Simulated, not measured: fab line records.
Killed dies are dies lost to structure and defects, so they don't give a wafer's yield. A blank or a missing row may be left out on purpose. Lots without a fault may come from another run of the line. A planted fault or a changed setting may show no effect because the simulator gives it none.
fab line records	flow n5Finfet
record lots=7	wafers=21
route steps=1938 shown BEOL_M6@1224 BEOL_M7@1270 BEOL_M9@1440
startH: start of the lot's first displayed wafer, in hours after the record's first day	waitH: hours elapsed since this lot's preceding step	" as in the row above	L1.1+2: a row that stands for several wafers	- no value present, or no start provided	* or withheld: withheld	< > ~ a bound
route shown NAME@n: names a module that has steps shown in the file, with the first one's number in the route	usual: mean/standard deviation of fault-free wafers	same: alike in all rows	chamber/n: place in a boat	sites: each site's reading	_std_site: the values' standard deviation	_edge_site: inner sites' mean taken away from outer sites' mean	radiusMm: for every site, how far away it sits from the centre of the wafer	mask NAME#n: copy n	behind: tool/chamber where the wafer was last shaped	hold: reason for holding the lot/hours on hold/outcome of the hold	device: names the non-switching transistor (n, p or np)	end of line: the route-end tests of the same wafers	a step with no rows: only its recipe	killed: count of dies lost to structure and defects at first sort (not the wafer's yield)	map: dies across one wafer; x = killed, . = not, _ = none there
set.NAME: the setting as run; set.NAME@STEP: as run at that earlier step	model.NAME: the simulator's own value behind a step, which no gauge read
lots whose settings were changed on purpose; a table a step, a row a wafer
## steps
# step N5_BEOL_M6_EXPOSE_25
# recipe maskId=V5	na=0.33	sourceShape=annular	sigmaInner=0.4	sigmaOuter=0.8	polarization=unpolarized	targetCdNm=40	doseMj=45
lot.wafer	tool	chamber	startH	waitH	mask	set.doseMj
L079.3+5	euvScanner-02	0	225.16	-	V5#0	43.71
L079.6	"	0	"	"	V5#0	45
L086.2+6	euvScanner-02	0	261.60	-	V5#0	43.39
L086.3	"	0	"	"	V5#0	45
L088.2+4+6	euvScanner-02	0	266.30	-	V5#0	45
L091.1+6	euvScanner-02	0	285.17	-	V5#0	45
L091.4	"	0	"	"	V5#0	42.35
L092.1+6	euvScanner-01	0	299.70	-	V5#0	46.36
L092.3	"	0	"	"	V5#0	45
L095.2+5	euvScanner-01	0	310.84	-	V5#0	45.89
L095.4	"	0	"	"	V5#0	45
L097.3+4	euvScanner-02	0	315.59	-	V5#0	45
L097.5	"	0	"	"	V5#0	41.78
# step N5_BEOL_M6_PEB_26
# recipe pebTempC=100	pebTimeS=60	resist=CAR-EUV
# step N5_BEOL_M6_DEVELOP_27
# recipe developTimeS=30	developer=TMAH	resist=CAR-EUV	rinseLiquid=surfactantRinse	dry=airSpin	devTempC=23
# step N5_BEOL_M6_CD_MEAS_28
# recipe targetCdNm=40	landingEnergyEv=500	detector=seInlens
# usual cdNm=40.03/0.24
lot.wafer	tool	chamber	startH	waitH	set.doseMj@BEOL_M6_EXPOSE_25	cdNm
L079.3	cdSem-03	0	225.28	-	43.71	39.36
L079.5	"	0	"	"	43.71	39.10
L079.6	"	0	"	"	45	40.18
L086.2	cdSem-01	0	261.73	-	43.39	39.22
L086.3	"	0	"	"	45	39.92
L086.6	"	0	"	"	43.39	39.15
L088.2	cdSem-03	0	266.43	-	45	40.36
L088.4	"	0	"	"	45	39.89
L088.6	"	0	"	"	45	39.88
L091.1	cdSem-03	0	285.30	-	45	40.29
L091.4	"	0	"	"	42.35	38.67
L091.6	"	0	"	"	45	39.91
L092.1	cdSem-03	0	299.83	-	46.36	40.97
L092.3	"	0	"	"	45	39.83
L092.6	"	0	"	"	46.36	40.49
L095.2	cdSem-03	0	310.97	-	45.89	40.77
L095.4	"	0	"	"	45	39.88
L095.5	"	0	"	"	45.89	40.01
L097.3	cdSem-01	0	315.71	-	45	39.86
L097.4	"	0	"	"	45	40.66
L097.5	"	0	"	"	41.78	38.53
# step N5_BEOL_M6_DESCUM_33
# recipe chemistry=O2	timeS=7	sourcePowerW=50	biasPowerW=20	pressureMtorr=20	rfFrequencyHz=2.712e+07	tempC=40	resist=CAR-EUV	o2FlowSccm=225
lot.wafer	tool	chamber	startH	waitH	set.doseMj@BEOL_M6_EXPOSE_25	model.BEOL_M6.cdNm
L079.3	rieDiel-03	2	226.11	0.7	43.71	39.2
L079.5	"	3	"	"	43.71	39.4
L079.6	"	0	"	"	45	40
L086.2	rieDiel-03	2	261.85	0.0	43.39	39
L086.3	"	0	"	"	45	39.6
L086.6	"	3	"	"	43.39	39.2
L088.2	rieDiel-04	0	266.55	0.0	45	40
L088.4+6	"	2,1	"	"	45	39.8
L091.1+6	rieDiel-04	1,0	285.77	0.4	45	40.2
L091.4	"	2	"	"	42.35	38.4
L092.1+6	rieDiel-04	0,2	299.96	0.0	46.36	40.6
L092.3	"	1	"	"	45	40.2
L095.2	rieDiel-05	3	311.09	0.0	45.89	40.6
L095.4	"	0	"	"	45	40.2
L095.5	"	1	"	"	45.89	40.4
L097.3	rieDiel-04	3	315.83	0.0	45	40.2
L097.4	"	1	"	"	45	40.4
L097.5	"	0	"	"	41.78	38
# step N5_BEOL_M6_ETCH_72
# recipe chemistry=N2/H2	target=underlayer	targetDepthA=65	maskMaterial=CAR-EUV	timeS=5.2	ionEnergyEv=200	pressureMtorr=30	sourceW=840	biasW=150	n2FlowSccm=200	h2FlowSccm=200	ends=cleared
# step N5_BEOL_M6_ETCH_65
# recipe chemistry=CF4	target=SiARC	targetDepthA=156	maskMaterial=CAR-EUV	timeS=26	ionEnergyEv=80	pressureMtorr=40	sourceW=545	biasW=36	Ar_flow_sccm=100	cf4FlowSccm=100	ends=cleared
# step N5_BEOL_M6_ETCH_66
# recipe chemistry=N2/H2	target=SOC	targetDepthA=800	overetchA=160	maskMaterial=SiARC	tempC=40	timeS=120	ionEnergyEv=200	pressureMtorr=30	sourceW=840	biasW=150	n2FlowSccm=200	h2FlowSccm=200
lot.wafer	tool	chamber	startH	waitH	set.doseMj@BEOL_M6_EXPOSE_25	model.BEOL_M6.cdNm
L079.3	rieDiel-03	2	226.19	0.0	43.71	39.6
L079.5	"	3	"	"	43.71	39.4
L079.6	"	0	"	"	45	40.2
L086.2	rieDiel-03	2	261.93	0.0	43.39	39.2
L086.3	"	0	"	"	45	39.6
L086.6	"	3	"	"	43.39	39.4
L088.2	rieDiel-04	0	266.63	0.0	45	39.8
L088.4	"	2	"	"	45	39.6
L088.6	"	1	"	"	45	40
L091.1	rieDiel-04	1	285.85	0.0	45	40.6
L091.4	"	2	"	"	42.35	38.6
L091.6	"	0	"	"	45	40
L092.1+6	rieDiel-04	0,2	300.04	0.0	46.36	40.6
L092.3	"	1	"	"	45	40.4
L095.2+5	rieDiel-05	3,1	311.17	0.0	45.89	40.4
L095.4	"	0	"	"	45	40
L097.3	rieDiel-04	3	315.91	0.0	45	40.6
L097.4	"	1	"	"	45	40.8
L097.5	"	0	"	"	41.78	38
# step N5_BEOL_M6_STRIP_69
# recipe chemistry=N2/H2	tempC=40	n2FlowSccm=200	h2FlowSccm=200	rfFrequencyHz=6e+07
# step N5_BEOL_M6_STRIP_73
# recipe chemistry=N2/H2	tempC=40	n2FlowSccm=200	h2FlowSccm=200	rfFrequencyHz=6e+07
# step N5_BEOL_M6_VIA_ETCH_34
# recipe chemistry=C4F6/O2	target=SiCOH_lowk	targetDepthA=1263	maskMaterial=SOC	taperDeg=4	timeS=50.9	ionEnergyEv=250	pressureMtorr=30	sourceW=345	biasW=185	Ar_flow_sccm=300	C4F6_flow_sccm=10	O2_flow_sccm=10
lot.wafer	tool	chamber	startH	waitH	set.doseMj@BEOL_M6_EXPOSE_25	model.BEOL_M6.cdNm
L079.3	rieDiel-03	2	226.29	0.0	43.71	39.4
L079.5	"	3	"	"	43.71	39.2
L079.6	"	0	"	"	45	40.2
L086.2+6	rieDiel-03	2,3	262.03	0.0	43.39	39.2
L086.3	"	0	"	"	45	39.6
L088.2+6	rieDiel-04	0,1	266.73	0.0	45	40
L088.4	"	2	"	"	45	39.6
L091.1	rieDiel-04	1	285.95	0.0	45	40.6
L091.4	"	2	"	"	42.35	38.6
L091.6	"	0	"	"	45	40
L092.1+6	rieDiel-04	0,2	300.14	0.0	46.36	40.6
L092.3	"	1	"	"	45	40.4
L095.2	rieDiel-05	3	311.27	0.0	45.89	40.4
L095.4	"	0	"	"	45	40
L095.5	"	1	"	"	45.89	40.2
L097.3	rieDiel-04	3	316.01	0.0	45	40.6
L097.4	"	1	"	"	45	40.8
L097.5	"	0	"	"	41.78	38
# step N5_BEOL_M7_COAT_05
# recipe resist=CAR-ArF	spinRpm=1500	resistThkNm=90
lot.wafer	tool	chamber	startH	waitH	set.spinRpm	model.CAR-ArF_of_BEOL_M7_COAT_05.thkNm
L079.3	lithoTrack-02	0	-	-	1500	90.4
L079.5+6	"	0	"	"	1500	90.2
L086.2	lithoTrack-02	0	-	-	1500	90.4
L086.3	"	0	"	"	1500	90
L086.6	"	0	"	"	1593	87.4
L088.2+4+6	lithoTrack-02	0	-	-	1500	90.2
L091.1	lithoTrack-05	0	-	-	1500	90.2
L091.4	"	0	"	"	1419	93
L091.6	"	0	"	"	1419	92.6
L092.1	lithoTrack-04	0	-	-	1500	89.8
L092.3	"	0	"	"	1500	90
L092.6	"	0	"	"	1367	94
L095.2+5	lithoTrack-02	0	-	-	1601	87.2
L095.4	"	0	"	"	1500	90
L097.3	lithoTrack-02	0	-	-	1500	90
L097.4	"	0	"	"	1500	90.2
L097.5	"	0	"	"	1500	90.4
# step N5_BEOL_M7_EBR_07
# recipe solvent=PGMEA	ebrWidthMm=1.5
# step N5_BEOL_M7_SOFTBAKE_06
# recipe tempC=110	timeS=60	resist=CAR-ArF
# step N5_BEOL_M7_DESCUM_16
# recipe chemistry=O2	timeS=7.9	sourcePowerW=50	biasPowerW=20	pressureMtorr=20	rfFrequencyHz=2.712e+07	tempC=40	resist=CAR-ArF	o2FlowSccm=225
lot.wafer	tool	chamber	startH	waitH	set.spinRpm@BEOL_M7_COAT_05	model.CAR-ArF_of_BEOL_M7_COAT_05.thkNm
L079.3	rieDiel-02	2	231.25	0.1	1500	83.8
L079.5+6	"	1,0	"	"	1500	83.6
L086.2	rieDiel-02	1	268.54	0.2	1500	83.6
L086.3	"	3	"	"	1500	83.4
L086.6	"	2	"	"	1593	80.8
L088.2	rieDiel-06	1	272.03	0.2	1500	83.8
L088.4+6	"	2,3	"	"	1500	83.6
L091.1	rieDiel-02	3	290.53	0.1	1500	83.6
L091.4	"	0	"	"	1419	86.4
L091.6	"	3	"	"	1419	86
L092.1	rieDiel-06	2	305.90	0.1	1500	83.2
L092.3	"	0	"	"	1500	83.4
L092.6	"	3	"	"	1367	87.6
L095.2	rieDiel-01	3	317.20	0.0	1601	80.8
L095.4	"	0	"	"	1500	83.4
L095.5	"	0	"	"	1601	80.6
L097.3+4	rieDiel-06	1,3	320.37	0.2	1500	83.6
L097.5	"	2	"	"	1500	83.8
# step N5_BEOL_M7_ETCH_61
# recipe chemistry=CF4	target=SiARC	targetDepthA=455	maskMaterial=CAR-ArF	timeS=75.8	ionEnergyEv=80	pressureMtorr=40	sourceW=545	biasW=36	Ar_flow_sccm=100	cf4FlowSccm=100	ends=cleared
# usual etchRfOnTimeS=74.9/1.7	rfVppV=184.4/1.2
lot.wafer	tool	chamber	startH	waitH	set.sourceW	etchRfOnTimeS	rfVppV
L079.3	rieDiel-02	2	231.28	0.0	545	73.1	184.2
L079.5	"	1	"	"	455	85.2	195.8
L079.6	"	0	"	"	545	76.5	182.3
L086.2	rieDiel-02	1	268.57	0.0	545	72.4	184.2
L086.3	"	3	"	"	545	72.9	184.3
L086.6	"	2	"	"	545	73.3	184.9
L088.2	rieDiel-06	1	272.07	0.0	545	76.5	185.0
L088.4	"	2	"	"	545	75.1	184.6
L088.6	"	3	"	"	545	75.4	185.7
L091.1	rieDiel-02	3	290.56	0.0	464.8	84.6	195.4
L091.4	"	0	"	"	545	74.4	187.8
L091.6	"	3	"	"	545	73.0	184.0
L092.1	rieDiel-06	2	305.93	0.0	452.6	87.0	198.2
L092.3	"	0	"	"	545	75.2	184.8
L092.6	"	3	"	"	545	74.9	183.9
L095.2	rieDiel-01	3	317.23	0.0	545	78.2	185.1
L095.4	"	0	"	"	627.8	65.1	174.6
L095.5	"	0	"	"	627.8	65.3	174.0
L097.3	rieDiel-06	1	320.40	0.0	545	77.0	184.1
L097.4	"	3	"	"	545	76.4	183.3
L097.5	"	2	"	"	545	75.8	185.5
# step N5_BEOL_M7_EXPOSE_25
# recipe maskId=V6	na=0.33	sourceShape=annular	sigmaInner=0.4	sigmaOuter=0.8	polarization=unpolarized	targetCdNm=40	doseMj=42.5
lot.wafer	tool	chamber	startH	waitH	mask	set.doseMj
L079.3+6	euvScanner-02	0	232.05	-	V6#0	42.5
L079.5	"	0	"	"	V6#0	44.26
L086.2+3+6	euvScanner-02	0	269.19	-	V6#0	42.5
L088.2+4+6	euvScanner-01	0	272.77	-	V6#0	42.5
L091.1+4	euvScanner-02	0	292.06	-	V6#0	44.82
L091.6	"	0	"	"	V6#0	42.5
L092.1+6	euvScanner-02	0	306.83	-	V6#0	42.5
L092.3	"	0	"	"	V6#0	45.63
L095.2+4+5	euvScanner-02	0	318.30	-	V6#0	44.35
L097.3	euvScanner-02	0	321.03	-	V6#0	40.1
L097.4+5	"	0	"	"	V6#0	42.5
# step N5_BEOL_M7_PEB_26
# recipe pebTempC=100	pebTimeS=60	resist=CAR-EUV
# step N5_BEOL_M7_DEVELOP_27
# recipe developTimeS=30	developer=TMAH	resist=CAR-EUV	rinseLiquid=surfactantRinse	dry=airSpin	devTempC=23
# step N5_BEOL_M7_CD_MEAS_28
# recipe targetCdNm=40	landingEnergyEv=500	detector=seInlens
# usual cdNm=40.02/0.23
lot.wafer	tool	chamber	startH	waitH	set.doseMj@BEOL_M7_EXPOSE_25	cdNm
L079.3	cdSem-02	0	232.17	-	42.5	39.78
L079.5	"	0	"	"	44.26	40.97
L079.6	"	0	"	"	42.5	40.15
L086.2	cdSem-02	0	269.31	-	42.5	40.48
L086.3	"	0	"	"	42.5	39.95
L086.6	"	0	"	"	42.5	39.96
L088.2	cdSem-01	0	272.90	-	42.5	40.12
L088.4	"	0	"	"	42.5	39.77
L088.6	"	0	"	"	42.5	39.52
L091.1	cdSem-03	0	292.19	-	44.82	41.32
L091.4	"	0	"	"	44.82	41.05
L091.6	"	0	"	"	42.5	39.87
L092.1	cdSem-02	0	306.96	-	42.5	40.05
L092.3	"	0	"	"	45.63	41.82
L092.6	"	0	"	"	42.5	40.28
L095.2	cdSem-01	0	318.43	-	44.35	40.90
L095.4	"	0	"	"	44.35	40.82
L095.5	"	0	"	"	44.35	40.89
L097.3	cdSem-01	0	321.15	-	40.1	38.45
L097.4	"	0	"	"	42.5	40.33
L097.5	"	0	"	"	42.5	40.06
# step N5_BEOL_M7_DESCUM_33
# recipe chemistry=O2	timeS=7	sourcePowerW=50	biasPowerW=20	pressureMtorr=20	rfFrequencyHz=2.712e+07	tempC=40	resist=CAR-EUV	o2FlowSccm=225
lot.wafer	tool	chamber	startH	waitH	set.doseMj@BEOL_M7_EXPOSE_25	model.BEOL_M7.cdNm
L079.3	rieDiel-06	1	232.55	0.3	42.5	40.2
L079.5	"	3	"	"	44.26	40.8
L079.6	"	0	"	"	42.5	40
L086.2	rieDiel-01	0	269.43	0.0	42.5	40
L086.3	"	3	"	"	42.5	40.2
L086.6	"	0	"	"	42.5	39.6
L088.2+4	rieDiel-01	0,3	273.50	0.5	42.5	40
L088.6	"	1	"	"	42.5	40.2
L091.1+4	rieDiel-01	1,2	292.34	0.1	44.82	41.2
L091.6	"	0	"	"	42.5	39.8
L092.1	rieDiel-06	1	307.09	0.0	42.5	40
L092.3	"	3	"	"	45.63	41.4
L092.6	"	2	"	"	42.5	40.2
L095.2	rieDiel-01	3	318.56	0.0	44.35	41
L095.4	"	0	"	"	44.35	40.6
L095.5	"	1	"	"	44.35	41.2
L097.3	rieDiel-06	0	321.33	0.1	40.1	38.8
L097.4+5	"	0,2	"	"	42.5	40.2
# step N5_BEOL_M7_ETCH_72
# recipe chemistry=N2/H2	target=underlayer	targetDepthA=65	maskMaterial=CAR-EUV	timeS=5.2	ionEnergyEv=200	pressureMtorr=30	sourceW=840	biasW=150	n2FlowSccm=200	h2FlowSccm=200	ends=cleared
lot.wafer	tool	chamber	startH	waitH	set.doseMj@BEOL_M7_EXPOSE_25	model.BEOL_M7.cdNm
L079.3+6	rieDiel-06	1,0	232.58	0.0	42.5	40
L079.5	"	3	"	"	44.26	40.8
L086.2	rieDiel-01	0	269.47	0.0	42.5	40
L086.3	"	3	"	"	42.5	40.2
L086.6	"	0	"	"	42.5	39.6
L088.2+4+6	rieDiel-01	0,3,1	273.53	0.0	42.5	40
L091.1+4	rieDiel-01	1,2	292.37	0.0	44.82	41
L091.6	"	0	"	"	42.5	39.8
L092.1	rieDiel-06	1	307.13	0.0	42.5	40
L092.3	"	3	"	"	45.63	41.4
L092.6	"	2	"	"	42.5	40.2
L095.2+5	rieDiel-01	3,1	318.60	0.0	44.35	41
L095.4	"	0	"	"	44.35	40.6
L097.3	rieDiel-06	0	321.36	0.0	40.1	38.8
L097.4+5	"	0,2	"	"	42.5	40.2
# step N5_BEOL_M7_ETCH_65
# recipe chemistry=CF4	target=SiARC	targetDepthA=156	maskMaterial=CAR-EUV	timeS=26	ionEnergyEv=80	pressureMtorr=40	sourceW=545	biasW=36	Ar_flow_sccm=100	cf4FlowSccm=100	ends=cleared
lot.wafer	tool	chamber	startH	waitH	set.doseMj@BEOL_M7_EXPOSE_25	model.BEOL_M7.cdNm
L079.3	rieDiel-06	1	232.60	0.0	42.5	40.2
L079.5	"	3	"	"	44.26	41
L079.6	"	0	"	"	42.5	40
L086.2	rieDiel-01	0	269.49	0.0	42.5	40
L086.3	"	3	"	"	42.5	40.2
L086.6	"	0	"	"	42.5	39.6
L088.2+4+6	rieDiel-01	0,3,1	273.55	0.0	42.5	40
L091.1+4	rieDiel-01	1,2	292.39	0.0	44.82	41
L091.6	"	0	"	"	42.5	40
L092.1	rieDiel-06	1	307.15	0.0	42.5	40
L092.3	"	3	"	"	45.63	41.4
L092.6	"	2	"	"	42.5	40.2
L095.2+5	rieDiel-01	3,1	318.61	0.0	44.35	41
L095.4	"	0	"	"	44.35	40.6
L097.3	rieDiel-06	0	321.38	0.0	40.1	39
L097.4+5	"	0,2	"	"	42.5	40.2
# step N5_BEOL_M7_VIA_ETCH_34
# recipe chemistry=C4F6/O2	target=SiCOH_lowk	targetDepthA=1255	maskMaterial=SOC	taperDeg=4	timeS=50.5	ionEnergyEv=250	pressureMtorr=30	sourceW=345	biasW=185	Ar_flow_sccm=300	C4F6_flow_sccm=10	O2_flow_sccm=10
lot.wafer	tool	chamber	startH	waitH	set.sourceW	set.doseMj@BEOL_M7_EXPOSE_25	model.BEOL_M7.cdNm
L079.3+6	rieDiel-06	1,0	232.73	0.0	345	42.5	40
L079.5	"	3	"	"	345	44.26	40.4
L086.2	rieDiel-01	0	269.62	0.0	345	42.5	39.8
L086.3	"	3	"	"	304.5	42.5	40
L086.6	"	0	"	"	304.5	42.5	39.4
L088.2+4	rieDiel-01	0,3	273.68	0.0	345	42.5	40
L088.6	"	1	"	"	345	42.5	40.2
L091.1	rieDiel-01	1	292.52	0.0	321.5	44.82	41.4
L091.4	"	2	"	"	345	44.82	41
L091.6	"	0	"	"	321.5	42.5	39.8
L092.1	rieDiel-06	1	307.28	0.0	379.7	42.5	39.8
L092.3	"	3	"	"	379.7	45.63	41
L092.6	"	2	"	"	345	42.5	40.2
L095.2+4	rieDiel-01	3,0	318.74	0.0	345	44.35	40.6
L095.5	"	1	"	"	345	44.35	41.2
L097.3	rieDiel-06	0	321.51	0.0	345	40.1	38.8
L097.4	"	0	"	"	345	42.5	40
L097.5	"	2	"	"	345	42.5	40.2
# step N5_BEOL_M9_ETCH_66
# recipe chemistry=N2/H2	target=SOC	targetDepthA=800	overetchA=160	maskMaterial=SiARC	tempC=40	timeS=120	ionEnergyEv=200	pressureMtorr=30	sourceW=840	biasW=150	n2FlowSccm=200	h2FlowSccm=200
lot.wafer	tool	chamber	startH	waitH	set.timeS	model.SiARC_of_BEOL_M9_COAT_64.thkNm
L079.3+6	rieDiel-06	1	247.85	0.0	120	6.6
L079.5	"	3	"	"	120	6.4
L086.2+3+6	rieDiel-02	3,3,2	283.26	0.0	120	6.4
L088.2+4+6	rieDiel-02	0,1,1	292.13	0.0	120	6.2
L091.1+6	rieDiel-02	0,1	311.12	0.0	120	6.4
L091.4	"	1	"	"	120	6.2
L092.1	rieDiel-01	2	321.11	0.0	145.7	5.4
L092.3	"	1	"	"	145.7	5
L092.6	"	3	"	"	120	6.4
L095.2+4+5	rieDiel-02	0,1,3	334.38	0.0	120	6.4
L097.3	rieDiel-01	2	337.23	0.0	120	6.6
L097.4	"	0	"	"	102.9	6.8
L097.5	"	1	"	"	120	6.2
# step N5_BEOL_M9_TRENCH_ETCH_37
# recipe chemistry=C4F6/O2	targetDepthA=1514.3	target=SiCOH_lowk	timeS=49	ionEnergyEv=250	pressureMtorr=30	sourceW=345	biasW=185	Ar_flow_sccm=300	C4F6_flow_sccm=10	O2_flow_sccm=10
# usual rfVppV=658/14
lot.wafer	tool	chamber	startH	waitH	set.biasW	rfVppV
L079.3	rieDiel-06	1	-	-	185	658
L079.5	"	3	"	"	185	672
L079.6	"	1	"	"	209.6	727
L086.2	rieDiel-02	3	-	-	175.4	623
L086.3	"	3	"	"	185	648
L086.6	"	2	"	"	185	646
L088.2	rieDiel-02	0	-	-	185	667
L088.4	"	1	"	"	185	639
L088.6	"	1	"	"	185	640
L091.1	rieDiel-02	0	-	-	185	667
L091.4	"	1	"	"	155.9	557
L091.6	"	1	"	"	185	638
L092.1	rieDiel-01	2	-	-	202.3	706
L092.3	"	1	"	"	185	657
L092.6	"	3	"	"	185	675
L095.2	rieDiel-02	0	-	-	185	667
L095.4	"	1	"	"	163.7	580
L095.5	"	3	"	"	163.7	589
L097.3	rieDiel-01	2	-	-	169.7	615
L097.4	"	0	"	"	169.7	641
L097.5	"	1	"	"	185	659
## key
split step=N5_BEOL_M6_EXPOSE_25	setting=doseMj	stated=45	by=wafer
response step=N5_BEOL_M6_CD_MEAS_28	reading=cdNm	change=+0.249	per=1%	r=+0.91
response step=N5_BEOL_M6_DESCUM_33	reading=model.BEOL_M6.cdNm	change=+0.272	per=1%	r=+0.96
response step=N5_BEOL_M6_ETCH_66	reading=model.BEOL_M6.cdNm	change=+0.282	per=1%	r=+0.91
response step=N5_BEOL_M6_VIA_ETCH_34	reading=model.BEOL_M6.cdNm	change=+0.288	per=1%	r=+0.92
split step=N5_BEOL_M7_COAT_05	setting=spinRpm	stated=1500	by=wafer
response step=N5_BEOL_M7_COAT_05	reading=model.CAR-ArF_of_BEOL_M7_COAT_05.thkNm	change=-0.452	per=1%	r=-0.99
response step=N5_BEOL_M7_DESCUM_16	reading=model.CAR-ArF_of_BEOL_M7_COAT_05.thkNm	change=-0.455	per=1%	r=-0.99
split step=N5_BEOL_M7_ETCH_61	setting=sourceW	stated=545	by=wafer
response step=N5_BEOL_M7_ETCH_61	reading=etchRfOnTimeS	change=*	per=1%	r=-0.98
response step=N5_BEOL_M7_ETCH_61	reading=rfVppV	change=-0.741	per=1%	r=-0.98
split step=N5_BEOL_M7_EXPOSE_25	setting=doseMj	stated=42.5	by=wafer
response step=N5_BEOL_M7_CD_MEAS_28	reading=cdNm	change=+0.251	per=1%	r=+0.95
response step=N5_BEOL_M7_DESCUM_33	reading=model.BEOL_M7.cdNm	change=+0.211	per=1%	r=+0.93
response step=N5_BEOL_M7_ETCH_72	reading=model.BEOL_M7.cdNm	change=+0.205	per=1%	r=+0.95
response step=N5_BEOL_M7_ETCH_65	reading=model.BEOL_M7.cdNm	change=+0.192	per=1%	r=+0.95
response step=N5_BEOL_M7_VIA_ETCH_34	reading=model.BEOL_M7.cdNm	change=+0.18	per=1%	r=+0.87
split step=N5_BEOL_M7_VIA_ETCH_34	setting=sourceW	stated=345	by=wafer
response none clear
split step=N5_BEOL_M9_ETCH_66	setting=timeS	stated=120	by=wafer
response step=N5_BEOL_M9_ETCH_66	reading=model.SiARC_of_BEOL_M9_COAT_64.thkNm	change=-0.0475	per=1%	r=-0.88
split step=N5_BEOL_M9_TRENCH_ETCH_37	setting=biasW	stated=185	by=wafer
response step=N5_BEOL_M9_TRENCH_ETCH_37	reading=rfVppV	change=+5.46	per=1%	r=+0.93
